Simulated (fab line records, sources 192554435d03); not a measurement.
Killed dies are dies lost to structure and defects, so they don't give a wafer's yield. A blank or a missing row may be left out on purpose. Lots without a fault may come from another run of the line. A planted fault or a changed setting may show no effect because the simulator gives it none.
fab line records | flow n5_finfet | part 1 of 2: steps 1 to 4 of 6
record lots=21 wafers=63 last_day=17
route steps=1938 shown BEOL_M2@843
lots that met no fault: from a run of the same line without faults
start_h: hours from the record's first day to the start of the lot's first wafer shown | wait_h: hours since the lot's step before | " the same as in the row above | L1.1+2: a row that stands for several wafers | - no value, or no start given | * or withheld: withheld | < > ~ a bound
route shown NAME@n: a module of which the file shows steps, and the number in the route of the first | usual: mean/standard deviation of fault-free wafers | same: alike in all rows | chamber/n: place in a boat | sites: the reading at each site | _std_site: their standard deviation | _edge_site: outer sites' mean less inner sites' | radius_mm: how far each site lies from the wafer's centre | mask NAME#n: copy n | behind: the tool/chamber that last shaped the wafer | hold: why the lot was held/for how many hours/how that ended | device: the transistor (n, p or np) that didn't switch | end of line: the same wafers' tests at the end of the route | a step without rows: its recipe alone | killed: dies lost to structure and defects at the first sort, not the wafer's yield | map: a wafer's dies, x killed, . not, _ none there
set.NAME: the setting as run; set.NAME@STEP: as run at that earlier step | model.NAME: the simulator's own value behind a step, which no gauge read
steps of the route over a sample of lots; a table a step, a row a wafer
services: from which hour (start_h, from the record's first day; less than 0 if before it) a tool's chamber was out of use, for how many hours, and why
## steps
# step N5_BEOL_M2_PECVD_72
# recipe material=SiO2 target_thk_a=160 temp_c=400 precursor=TEOS/O2 pressure_torr=5.5 rf_w=450 teos_flow_sccm=53.8 gas=O2 flow_sccm=3000 time_s=18
# usual heater_power_w=765/100 showerhead_plenum_p_Torr=8.78/0.057 throttle_valve_pct=22.2/0.78
# same time_s=18
# columns lot.wafer tool chamber start_h wait_h heater_power_w showerhead_plenum_p_Torr throttle_valve_pct
L075.1 pecvd-03 1 133.90 0.0 662 8.81 22.2
L075.4 " 2 " " 796 8.85 21.9
L075.5 " 0 " " 727 8.68 23.4
L076.2 pecvd-04 0 135.38 0.0 868 8.82 21.9
L076.3 " 2 " " 823 8.79 21.7
L076.6 " 1 " " 733 8.71 22.8
L077.3 pecvd-01 1 148.63 0.0 766 8.76 22.4
L077.4 " 1 " " 788 8.72 22.2
L077.6 " 2 " " 838 8.77 20.4
L079.1 pecvd-03 0 158.99 0.0 718 8.73 23.2
L079.5 " 2 " " 782 8.88 21.6
L079.6 " 1 " " 739 8.82 22.3
L080.1 pecvd-03 2 166.64 0.0 676 8.86 21.8
L080.4 " 0 " " 719 8.71 23.4
L080.6 " 2 " " 677 8.90 22.0
L081.4 pecvd-03 0 177.45 0.1 713 8.70 23.6
L081.5 " 0 " " 704 8.71 23.3
L081.6 " 1 " " 724 8.78 22.4
L082.2 pecvd-04 0 180.47 0.0 1045 8.84 22.1
L082.3 " 1 " " 743 8.70 22.9
L082.6 " 0 " " 1043 8.80 22.0
L083.1 pecvd-03 2 184.86 0.0 805 8.87 21.9
L083.2 " 0 " " 597 8.70 23.1
L083.4 " 0 " " 604 8.73 23.5
L084.1 pecvd-03 1 189.49 0.0 603 8.79 22.3
L084.2 " 2 " " 782 8.86 22.0
L084.3 " 0 " " 599 8.68 23.0
L086.2 pecvd-04 0 206.57 0.0 1068 8.81 22.0
L086.3 " 0 " " 1072 8.83 22.1
L086.5 " 1 " " 730 8.71 22.9
L087.2 pecvd-01 0 212.37 0.0 846 8.78 22.0
L087.3 " 1 " " 726 8.73 22.4
L087.6 " 0 " " 837 8.79 22.1
L088.1 pecvd-03 0 215.36 0.0 723 8.73 23.1
L088.3 " 1 " " 593 8.80 22.4
L088.4 " 1 " " 603 8.80 22.4
L089.3 pecvd-01 2 215.48 0.0 838 8.77 20.4
L089.5 " 1 " " 863 8.74 22.3
L089.6 " 0 " " 782 8.80 22.4
L091.2 pecvd-03 0 232.99 0.0 729 8.71 23.7
L091.5 " 1 " " 654 8.81 22.2
L091.6 " 0 " " 745 8.71 23.4
L090.2 pecvd-04 1 233.74 0.0 672 8.73 22.5
L090.5 " 0 " " 1001 8.81 22.3
L090.6 " 1 " " 666 8.71 22.9
L092.1 pecvd-03 2 239.57 0.0 696 8.89 21.8
L092.4 " 0 " " 699 8.70 23.1
L092.6 " 2 " " 700 8.88 22.3
L093.3 pecvd-03 0 258.57 0.0 608 8.70 23.7
L093.4 " 0 " " 598 8.73 23.1
L093.6 " 1 " " 725 8.81 22.1
L095.1 pecvd-04 1 261.19 0.0 762 8.71 22.7
L095.2 " 0 " " 922 8.82 22.4
L095.4 " 1 " " 764 8.73 22.9
L094.1 pecvd-04 0 266.48 0.0 1015 8.81 22.4
L094.2 " 2 " " 784 8.78 20.4
L094.6 " 1 " " 735 8.71 23.0
L096.2 pecvd-01 1 266.83 0.0 776 8.76 22.2
L096.4 " 0 " " 863 8.79 22.5
L096.5 " 2 " " 753 8.77 20.6
L097.1 pecvd-03 2 267.85 0.0 822 8.86 22.1
L097.2 " 0 " " 640 8.70 22.9
L097.5 " 2 " " 842 8.86 22.1
# step N5_BEOL_M2_DESCUM_33
# recipe chemistry=O2 time_s=7 source_power_w=50 bias_power_w=20 pressure_mtorr=20 rf_frequency_hz=2.712e+07 temp_c=40 resist=CAR-EUV o2_flow_sccm=225
# usual drypump_motor_current_A=5.6/0.49 oes_product_au=0.81/0.087 rf_vpp_V=243.3/1.1 showerhead_plenum_p_Torr=2.10/0.05 throttle_valve_pct=20.33/0.23
# same time_s=7
# columns lot.wafer tool chamber start_h wait_h drypump_motor_current_A oes_product_au rf_hours_counter_h rf_vpp_V showerhead_plenum_p_Torr throttle_valve_pct
L075.1 rie_diel-06 1 136.25 0.0 5.3 0.96 3 244.7 2.15 20.41
L075.4 " 0 " " 5.8 0.72 189 242.7 2.07 20.29
L075.5 " 0 " " 5.8 0.73 - 242.7 2.07 20.30
L076.2 rie_diel-02 0 137.68 0.0 5.0 0.67 241 240.6 1.97 20.65
L076.3 " 2 " " 4.9 0.81 90 243.3 2.11 20.57
L076.6 " 2 " " 4.9 0.81 - 244.8 2.11 20.57
L077.3 rie_diel-02 0 151.08 0.4 5.0 0.66 246 242.4 1.97 20.67
L077.4 " 2 " " 4.9 0.80 94 244.4 2.11 20.56
L077.6 " 0 " " 5.0 0.67 - 241.2 1.97 20.66
L079.1 rie_diel-06 0 160.91 0.0 5.8 0.72 198 243.5 2.06 20.29
L079.5 " 2 " " 6.1 0.87 - 241.8 2.05 20.34
L079.6 " 1 " " 5.3 0.92 - 242.6 2.14 20.40
L080.1 rie_diel-02 3 168.88 0.0 5.9 0.89 39 245.3 2.22 20.13
L080.4 " 1 " " 6.7 0.93 - 242.8 2.05 20.29
L080.6 " 3 " " 5.9 0.89 - 245.3 2.22 20.15
L081.4 rie_diel-04 2 181.07 0.0 5.1 0.91 43 244.7 2.12 20.07
L081.5 " 0 " " 6.2 0.85 - 241.8 2.13 19.91
L081.6 " 1 " " 5.5 0.72 - 243.3 2.08 20.59
L082.2 rie_diel-04 0 184.68 0.0 6.2 0.84 56 242.4 2.13 19.92
L082.3 " 2 " " 5.2 0.91 44 244.2 2.12 20.08
L082.6 " 1 " " 5.5 0.72 - 241.8 2.08 20.60
L083.1 rie_diel-06 2 188.64 0.0 6.1 0.85 46 242.3 2.04 20.37
L083.2 " 0 " " 5.8 0.71 208 243.8 2.06 20.32
L083.4 " 0 " " 5.8 0.71 - 243.4 2.06 20.32
L084.1 rie_diel-02 2 193.37 0.2 4.9 0.78 111 244.3 2.10 20.59
L084.2 " 3 " " 5.9 0.87 49 246.2 2.22 20.13
L084.3 " 1 " " 6.7 0.91 32 243.8 2.05 20.28
L086.2 rie_diel-06 1 209.00 0.0 5.3 0.90 22 243.3 2.14 20.44
L086.3 " 2 " " 6.1 0.84 53 242.8 2.04 20.36
L086.5 " 3 " " 5.0 0.70 - 243.4 2.06 20.59
L087.2 rie_diel-04 1 214.02 0.0 5.4 0.72 211 242.3 2.07 20.61
L087.3 " 3 " " 5.5 0.78 124 243.0 2.10 20.44
L087.6 " 3 " " 5.5 0.78 - 242.2 2.10 20.45
L089.3 rie_diel-04 3 218.57 0.0 5.5 0.78 125 243.9 2.10 20.43
L089.5 " 1 " " 5.5 0.71 - 243.5 2.07 20.62
L089.6 " 0 " " 6.2 0.82 - 244.2 2.12 19.95
L088.1 rie_diel-06 2 218.74 0.0 6.0 0.83 57 241.6 2.04 20.38
L088.3 " 0 " " 5.9 0.71 218 242.1 2.06 20.33
L088.4 " 0 " " 5.8 0.71 - 244.2 2.06 20.33
L091.2 rie_diel-04 0 238.10 1.7 6.3 0.81 77 244.9 2.12 19.95
L091.5 " 0 " " 6.3 0.82 - 243.1 2.12 19.95
L091.6 " 3 " " 5.5 0.78 - 243.9 2.10 20.45
L090.2 rie_diel-04 0 240.43 1.4 6.2 0.81 78 243.3 2.12 19.95
L090.5 " 2 " " 5.1 0.86 - 244.4 2.11 20.11
L090.6 " 1 " " 5.5 0.69 - 241.5 2.07 20.62
L092.1 rie_diel-04 3 243.51 1.4 5.5 0.76 136 242.9 2.10 20.45
L092.4 " 0 " " 6.3 0.81 80 242.0 2.12 19.97
L092.6 " 0 " " 6.2 0.81 - 244.3 2.12 19.97
L093.3 rie_diel-06 3 261.43 0.0 5.0 1.03 0 242.7 2.06 20.23
L093.4 " 0 " " 5.8 0.69 240 243.8 2.05 20.37
L093.6 " 2 " " 6.0 0.80 - 243.6 2.03 20.41
L095.1 rie_diel-04 1 263.94 0.1 5.5 0.68 233 242.5 2.06 20.64
L095.2 " 3 " " 5.5 0.76 145 242.5 2.09 20.48
L095.4 " 0 " " 6.2 0.80 89 242.5 2.12 19.97
L094.1 rie_diel-02 2 269.03 0.1 4.9 0.77 128 243.3 2.09 20.63
L094.2 " 1 " " 6.7 0.89 48 243.0 2.04 20.31
L094.6 " 2 " " 4.9 0.77 - 243.3 2.09 20.63
L096.2 rie_diel-04 0 269.23 0.0 6.3 0.81 91 242.1 2.12 19.98
L096.4 " 1 " " 5.5 0.68 235 242.6 2.06 20.64
L096.5 " 2 " " 5.2 0.85 - 243.3 2.11 20.14
L097.1 rie_diel-04 0 271.04 0.2 6.2 0.80 92 244.3 2.12 19.98
L097.2 " 1 " " 5.5 0.69 236 245.0 2.06 20.64
L097.5 " 3 " " 5.5 0.76 - 243.5 2.09 20.46
# step N5_BEOL_M2_ETCH_70
# recipe chemistry=N2/H2 target=SOC target_depth_a=800 overetch_a=240 mask_material=SiARC temp_c=40 time_s=130 ion_energy_ev=200 pressure_mtorr=30 source_w=840 bias_w=150 n2_flow_sccm=200 h2_flow_sccm=200
# usual drypump_motor_current_A=5.6/0.58 n2_flow_sccm=200.1/0.64 oes_product_au=0.61/0.056 rf_vpp_V=524.6/2.2 showerhead_plenum_p_Torr=2.57/0.076 throttle_valve_pct=17.74/0.21
# same time_s=130
# columns lot.wafer tool chamber start_h wait_h drypump_motor_current_A n2_flow_sccm oes_product_au rf_hours_counter_h rf_vpp_V showerhead_plenum_p_Torr throttle_valve_pct
L075.1 rie_diel-04 0 140.80 0.0 6.2 199.6 0.63 42 525.2 2.59 17.24
L075.4 " 2 " " 5.1 200.0 0.67 29 523.9 2.58 17.47
L075.5 " 3 " " 5.5 200.0 0.59 - 525.4 2.56 17.82
L076.2 rie_diel-04 0 147.91 0.0 6.3 200.5 0.63 44 525.5 2.59 17.25
L076.3 " 3 " " 5.5 199.6 0.59 102 524.2 2.56 17.82
L076.6 " 0 " " 6.3 201.3 0.62 - 524.3 2.59 17.24
L077.3 rie_diel-06 3 152.67 0.0 5.0 199.8 0.54 215 522.9 2.53 18.07
L077.4 " 1 " " 5.3 200.8 0.68 8 525.0 2.60 17.70
L077.6 " 1 " " 5.3 200.6 0.68 - 525.3 2.60 17.71
L079.1 rie_diel-02 3 167.59 0.0 5.9 199.1 0.65 39 527.8 2.70 17.59
L079.5 " 3 " " 5.9 199.5 0.65 - 527.1 2.70 17.57
L079.6 " 2 " " 5.0 200.7 0.58 - 524.6 2.57 18.02
L080.1 rie_diel-04 2 172.31 0.0 5.2 200.6 0.66 41 524.1 2.58 17.51
L080.4 " 0 " " 6.2 199.5 0.62 52 523.4 2.58 17.27
L080.6 " 1 " " 5.5 200.7 0.53 - 522.6 2.52 18.00
L081.4 rie_diel-02 3 183.05 0.0 5.9 201.3 0.65 45 526.7 2.70 17.59
L081.5 " 2 " " 4.9 200.4 0.57 - 523.4 2.56 18.04
L081.6 " 3 " " 5.9 199.5 0.64 - 528.2 2.70 17.61
L082.2 rie_diel-02 2 186.44 0.0 4.9 200.4 0.59 108 524.8 2.56 18.03
L082.3 " 0 " " 5.0 200.7 0.71 3 529.0 2.71 17.63
L082.6 " 1 " " 6.7 201.4 0.67 - 522.0 2.49 17.66
L083.1 rie_diel-04 2 190.80 0.0 5.1 200.3 0.66 46 525.0 2.57 17.51
L083.2 " 3 " " 5.5 200.8 0.58 116 522.9 2.56 17.84
L083.4 " 0 " " 6.2 199.4 0.61 59 523.7 2.58 17.26
L084.1 rie_diel-02 0 195.16 0.0 5.0 199.8 0.69 6 529.1 2.71 17.64
L084.2 " 1 " " 6.7 199.9 0.67 32 523.5 2.49 17.66
L084.3 " 2 " " 4.9 199.2 0.58 111 524.0 2.56 18.05
L086.2 rie_diel-02 3 212.35 0.0 5.9 201.0 0.63 54 526.0 2.69 17.60
L086.3 " 2 " " 4.9 199.6 0.57 118 524.3 2.56 18.05
L086.5 " 0 " " 5.0 199.6 0.67 - 528.5 2.71 17.65
L087.2 rie_diel-02 0 216.76 0.0 5.0 201.1 0.66 14 529.9 2.71 17.66
L087.3 " 3 " " 5.9 199.0 0.63 56 527.8 2.69 17.60
L087.6 " 0 " " 5.0 200.8 0.67 - 529.6 2.71 17.67
L089.3 rie_diel-06 1 229.23 0.0 5.3 199.4 0.65 27 526.1 2.60 17.76
L089.5 " 1 " " 5.3 198.8 0.64 - 525.8 2.60 17.75
L089.6 " 2 " " 6.1 199.8 0.61 - 519.3 2.47 17.77
L088.1 rie_diel-04 2 231.80 0.0 5.2 200.1 0.64 60 524.2 2.57 17.54
L088.3 " 3 " " 5.5 200.3 0.57 130 524.8 2.55 17.88
L088.4 " 0 " " 6.3 199.5 0.60 74 524.9 2.57 17.29
L091.2 rie_diel-04 0 239.07 0.0 6.3 199.7 0.59 77 525.0 2.57 17.31
L091.5 " 3 " " 5.5 199.9 0.57 - 524.2 2.55 17.89
L091.6 " 0 " " 6.2 200.7 0.59 - 523.0 2.57 17.32
L092.1 rie_diel-04 1 246.84 0.0 5.5 199.2 0.52 226 521.3 2.51 18.04
L092.4 " 2 " " 5.1 200.1 0.62 69 524.2 2.56 17.55
L092.6 " 0 " " 6.3 200.4 0.59 - 524.0 2.57 17.30
L090.2 rie_diel-06 1 246.87 0.0 5.3 200.4 0.64 36 524.5 2.59 17.76
L090.5 " 2 " " 6.1 200.0 0.60 - 522.6 2.47 17.78
L090.6 " 0 " " 5.9 200.1 0.51 - 522.3 2.51 17.88
L093.3 rie_diel-02 3 268.70 0.0 5.9 200.9 0.63 66 527.0 2.69 17.63
L093.4 " 0 " " 5.0 200.6 0.66 22 528.2 2.71 17.67
L093.6 " 1 " " 6.7 198.7 0.66 - 523.2 2.48 17.71
L095.1 rie_diel-02 2 270.69 0.0 4.9 201.5 0.56 129 525.2 2.55 18.08
L095.2 " 3 " " 5.9 199.3 0.62 67 527.3 2.69 17.62
L095.4 " 0 " " 5.0 200.3 0.65 23 528.7 2.70 17.66
L094.1 rie_diel-06 1 271.43 0.0 5.3 199.9 0.63 47 524.7 2.59 17.77
L094.2 " 3 " " 5.0 200.2 0.72 4 521.6 2.51 17.68
L094.6 " 3 " " 5.0 199.8 0.72 - 521.8 2.51 17.71
L096.2 rie_diel-06 3 271.91 0.0 5.0 200.0 0.72 4 522.9 2.51 17.69
L096.4 " 0 " " 5.8 200.5 0.50 244 521.0 2.50 17.91
L096.5 " 3 " " 5.0 199.6 0.73 - 523.6 2.51 17.70
L097.1 rie_diel-02 3 274.55 0.0 5.9 200.0 0.63 68 527.4 2.69 17.65
L097.2 " 0 " " 5.0 200.7 0.65 24 527.9 2.70 17.67
L097.5 " 3 " " 5.9 199.6 0.62 - 528.4 2.69 17.62
# step N5_BEOL_M2_TRENCH_ETCH_37
# recipe chemistry=C4F6/O2 target_depth_a=555.55 target=SiOC time_s=29.2 ion_energy_ev=250 pressure_mtorr=30 source_w=355 bias_w=185 Ar_flow_sccm=300 C4F6_flow_sccm=10 O2_flow_sccm=10
# usual O2_flow_sccm=10.00/0.032 drypump_motor_current_A=5.6/0.58 oes_product_au=0.84/0.08 rf_vpp_V=664/6.8 showerhead_plenum_p_Torr=2.88/0.084 throttle_valve_pct=20.76/0.17
# same time_s=29.2
# columns lot.wafer tool chamber start_h wait_h O2_flow_sccm drypump_motor_current_A oes_product_au rf_hours_counter_h rf_vpp_V showerhead_plenum_p_Torr throttle_valve_pct
L075.1 rie_diel-04 0 - - 10.02 6.3 0.86 42 675 2.91 20.39
L075.4 " 2 " " 9.99 5.1 0.94 29 665 2.91 20.60
L075.5 " 3 " " 9.94 5.5 0.81 - 674 2.88 20.89
L076.2 rie_diel-04 0 - - 9.94 6.3 0.85 44 674 2.91 20.41
L076.3 " 3 " " 10.02 5.5 0.80 102 672 2.88 20.87
L076.6 " 0 " " 9.95 6.3 0.86 - 674 2.91 20.39
L077.3 rie_diel-06 3 - - 9.95 5.0 0.72 215 656 2.82 20.98
L077.4 " 1 " " 10.00 5.3 0.92 8 665 2.91 20.82
L077.6 " 1 " " 10.04 5.3 0.93 - 666 2.91 20.80
L079.1 rie_diel-02 3 - - 10.01 5.9 0.89 39 675 3.01 20.57
L079.5 " 3 " " 10.00 5.9 0.90 - 673 3.01 20.57
L079.6 " 2 " " 10.00 5.0 0.80 - 659 2.86 20.97
L080.1 rie_diel-04 2 - - 10.02 5.1 0.91 41 663 2.90 20.63
L080.4 " 0 " " 10.03 6.2 0.85 52 674 2.90 20.41
L080.6 " 1 " " 10.01 5.5 0.72 - 657 2.81 20.92
L081.4 rie_diel-02 3 - - 10.04 5.9 0.89 45 671 3.00 20.57
L081.5 " 2 " " 9.97 4.9 0.79 - 659 2.85 20.99
L081.6 " 3 " " 10.01 5.9 0.88 - 673 3.00 20.56
L082.2 rie_diel-02 2 - - 9.99 4.9 0.80 108 660 2.85 20.97
L082.3 " 0 " " 10.05 5.0 0.96 3 666 3.04 20.78
L082.6 " 1 " " 10.00 6.7 0.92 - 655 2.78 20.65
L083.1 rie_diel-04 2 - - 10.04 5.1 0.90 46 665 2.90 20.61
L083.2 " 3 " " 9.98 5.5 0.78 116 673 2.87 20.90
L083.4 " 0 " " 9.98 6.2 0.84 59 675 2.90 20.40
L084.1 rie_diel-02 0 - - 10.04 5.0 0.93 6 667 3.04 20.78
L084.2 " 1 " " 9.99 6.7 0.92 32 655 2.78 20.63
L084.3 " 2 " " 9.99 4.9 0.79 111 659 2.85 21.00
L086.2 rie_diel-02 3 - - 10.05 5.9 0.88 54 673 3.00 20.57
L086.3 " 2 " " 10.04 5.0 0.79 118 659 2.85 21.00
L086.5 " 0 " " 9.95 5.0 0.93 - 668 3.04 20.80
L087.2 rie_diel-02 0 - - 10.01 5.0 0.92 14 665 3.03 20.80
L087.3 " 3 " " 10.00 5.9 0.87 56 672 3.00 20.58
L087.6 " 0 " " 10.00 5.0 0.91 - 664 3.03 20.80
L089.3 rie_diel-06 1 - - 9.99 5.3 0.88 27 664 2.90 20.84
L089.5 " 1 " " 9.99 5.3 0.88 - 665 2.90 20.84
L089.6 " 2 " " 9.96 6.1 0.83 - 663 2.78 20.84
L088.1 rie_diel-04 2 - - 9.99 5.1 0.88 60 665 2.89 20.65
L088.3 " 3 " " 9.96 5.5 0.78 130 671 2.86 20.93
L088.4 " 0 " " 10.01 6.2 0.82 74 673 2.89 20.44
L091.2 rie_diel-04 0 - - 9.93 6.2 0.82 78 674 2.89 20.44
L091.5 " 3 " " 10.05 5.5 0.77 - 673 2.86 20.91
L091.6 " 0 " " 9.98 6.2 0.81 - 671 2.89 20.45
L092.1 rie_diel-04 1 - - 9.96 5.5 0.69 226 658 2.80 20.98
L092.4 " 2 " " 10.02 5.1 0.88 69 665 2.89 20.66
L092.6 " 0 " " 10.00 6.2 0.81 - 675 2.89 20.43
L090.2 rie_diel-06 1 - - 9.99 5.3 0.87 36 666 2.90 20.86
L090.5 " 2 " " 10.01 6.1 0.82 - 664 2.78 20.86
L090.6 " 0 " " 10.00 5.8 0.70 - 660 2.81 20.88
L093.3 rie_diel-02 3 - - 10.01 5.9 0.85 66 673 2.99 20.61
L093.4 " 0 " " 9.99 5.0 0.90 22 665 3.03 20.82
L093.6 " 1 " " 10.00 6.7 0.89 - 655 2.77 20.64
L095.1 rie_diel-02 2 - - 10.03 5.0 0.76 129 659 2.84 21.02
L095.2 " 3 " " 10.02 5.9 0.85 67 674 2.99 20.61
L095.4 " 0 " " 10.03 5.0 0.88 23 665 3.03 20.81
L094.1 rie_diel-06 1 - - 9.98 5.3 0.85 47 665 2.89 20.87
L094.2 " 3 " " 10.01 5.0 1.00 4 657 2.80 20.65
L094.6 " 3 " " 10.04 5.0 1.00 - 656 2.80 20.67
L096.2 rie_diel-06 3 - - 9.99 5.0 1.00 4 660 2.80 20.66
L096.4 " 0 " " 10.00 5.8 0.69 244 661 2.81 20.90
L096.5 " 3 " " 10.01 5.0 1.00 - 657 2.80 20.66
L097.1 rie_diel-02 3 - - 9.96 5.9 0.86 68 673 2.99 20.60
L097.2 " 0 " " 9.98 5.0 0.89 25 666 3.03 20.81
L097.5 " 3 " " 9.96 5.9 0.85 - 673 2.99 20.62
